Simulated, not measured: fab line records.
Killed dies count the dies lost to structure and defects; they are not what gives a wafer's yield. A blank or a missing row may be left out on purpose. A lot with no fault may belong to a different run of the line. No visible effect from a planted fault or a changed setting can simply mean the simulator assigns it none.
Struck lot and sound lot, side by side || flow n5Finfet || 18 steps out of a route of 1938
Sound: these wafers, L929.3, L929.4, L929.5. Struck: wafer L943.1 (left out: L943.3, L943.6 of the same lot, which were not struck); the cause appears at the end.
For every step that has rows: the tool of each side, followed by ch and its chambers, followed by its first start. Under that, the readings that differ: sound wafers || struck wafers || difference of the means || sigmas: that difference in standard deviations of wafers without a fault.
alike: readings whose means differ by less than 2 such deviations, and words and numbers that are the same on both sides. not compared: withheld readings, readings that some wafer has no value for, bounds like >300 that may hide the same value, and numbers for which the record gives no deviation and whose values overlap.
The two part at a step that has a row with sigmas, a row that says differs or no value, or rows on one side only. Non-overlapping numbers with no deviation appear without sigmas and do not part them. A reading missing from all wafers of one side parts the sides only when that side holds two or more wafers.

first, 6 steps without rows for these wafers: N5_BEOL_M8_COAT_22 (resist thk 30 nm); N5_BEOL_M8_EBR_24; N5_BEOL_M8_SOFTBAKE_23 (time 60 s); N5_BEOL_M8_EXPOSE_25 (exposes mask V7, target cd 40 nm); N5_BEOL_M8_PEB_26 (peb time 60 s); N5_BEOL_M8_DEVELOP_27 (develop time 30 s).
N5_BEOL_M8_CD_MEAS_28: the cd target is 40 nm.
  sound on cdSem-01 ch 0, day 10 18:37; struck on cdSem-03 ch 0, day 13 23:13
  alike: cdNm
N5_BEOL_M8_OVL_MEAS_29:
  sound on overlay-02 ch 0, day 10 18:40; struck on overlay-02 ch 0, day 13 23:14
  alike: V7_OVL
N5_BEOL_M8_INSPECT_30: inspects for defects (brightfield).
  struck on defectInspect-02, day 13 23:18; sound on defectInspect-01, day 10 18:42
  alike: rawDefectCount
N5_BEOL_M8_DESCUM_33: chemistry O2, time 7 s.
  sound on rieDiel-05 ch 0,1,3, day 10 18:56; struck on rieDiel-05 ch 3, day 13 23:20
  alike: drypumpMotorCurrentA, oesProductAu, rfVppV, showerheadPlenumPTorr, tempC, throttleValvePct
  not compared: rfHoursCounterH
N5_BEOL_M8_ETCH_72: etches underlayer in N2/H2, target depth 6.5 nm, time 5.2 s.
  sound on rieDiel-05 ch 0,1,3, day 10 18:59; struck on rieDiel-05 ch 3, day 13 23:22
  alike: drypumpMotorCurrentA, etchRfOnTimeS, oesProductAu, rfVppV, showerheadPlenumPTorr, throttleValvePct
  not compared: rfHoursCounterH
N5_BEOL_M8_ETCH_65: etches SiARC in CF4, target depth 15.6 nm, time 26 s.
  sound on rieDiel-05 ch 0,1,3, day 10 18:59; struck on rieDiel-05 ch 3, day 13 23:23
  alike: drypumpMotorCurrentA, etchRfOnTimeS, oesProductAu, rfVppV, showerheadPlenumPTorr, throttleValvePct
  not compared: rfHoursCounterH
N5_BEOL_M8_ETCH_66: etches SOC in N2/H2, target depth 80 nm, overetch 16 nm, time 120 s.
  sound on rieDiel-05 ch 0,1,3, day 10 19:01; struck on rieDiel-05 ch 3, day 13 23:25
{"reading": "model.SiARC_of_BEOL_M8_COAT_64.thkNm (nm)", "sound": "6.2 6.6 6.6", "struck": 8.2, "difference": "+1.7", "sigmas": ""}
{"reading": "model.BEOL_M8.cdNm (nm)", "sound": "39.8 40.2 40.2", "struck": 39.4, "difference": -0.7, "sigmas": ""}
  alike: drypumpMotorCurrentA, oesProductAu, rfVppV, showerheadPlenumPTorr, tempC, throttleValvePct
  not compared: rfHoursCounterH
then, 2 steps without rows for these wafers: N5_BEOL_M8_STRIP_69 (strips in N2/H2); N5_BEOL_M8_STRIP_73 (strips in N2/H2).
N5_BEOL_M8_VIA_ETCH_34: etches SiCOH lowk in C4F6/O2, target depth 125.5 nm, time 50.5 s.
  sound on rieDiel-05 ch 0,1,3, day 10 19:07; struck on rieDiel-05 ch 3, day 13 23:31
{"reading": "model.BEOL_M8.cdNm (nm)", "sound": "39.8 40.2 40", "struck": 39.4, "difference": -0.6, "sigmas": ""}
  alike: drypumpMotorCurrentA, oesProductAu, rfVppV, showerheadPlenumPTorr, throttleValvePct
  not compared: rfHoursCounterH
then, 1 step without rows for these wafers: N5_BEOL_M8_STRIP_76 (strips in C4F6/O2).
-- record jumps: 3 days separate the struck wafers' starts on either side; left off in module BEOL_M8, taken up again in module PASSIVATION, whose first shown step is the route's number 1936 --
N5_PASSIVATION_PROBE_49:
  struck on prober-02, day 17 11:29; sound on prober-02, day 14 04:52
{"reading": "killedAtContacts", "sound": "7 14 10", "struck": 23, "difference": "+13", "sigmas": "+2"}
{"reading": "killedShort", "sound": "23 41 39", "struck": 53, "difference": "+19", "sigmas": "+2"}
  alike: defectLimitedYield, killed_at_M0_to_M3, killed_at_M4_up, killedAtFrontEnd, killedAtOther, killedDies, killedOnRim, killedOpen, sort_bin_4_leakage, sort_bin_5_function, sort_bin_6_memory, sortNPass, sortYieldPct

== WHERE THEY PART ==
Only at N5_PASSIVATION_PROBE_49, as far as this record shows.

WHY: what had been put in by the simulator
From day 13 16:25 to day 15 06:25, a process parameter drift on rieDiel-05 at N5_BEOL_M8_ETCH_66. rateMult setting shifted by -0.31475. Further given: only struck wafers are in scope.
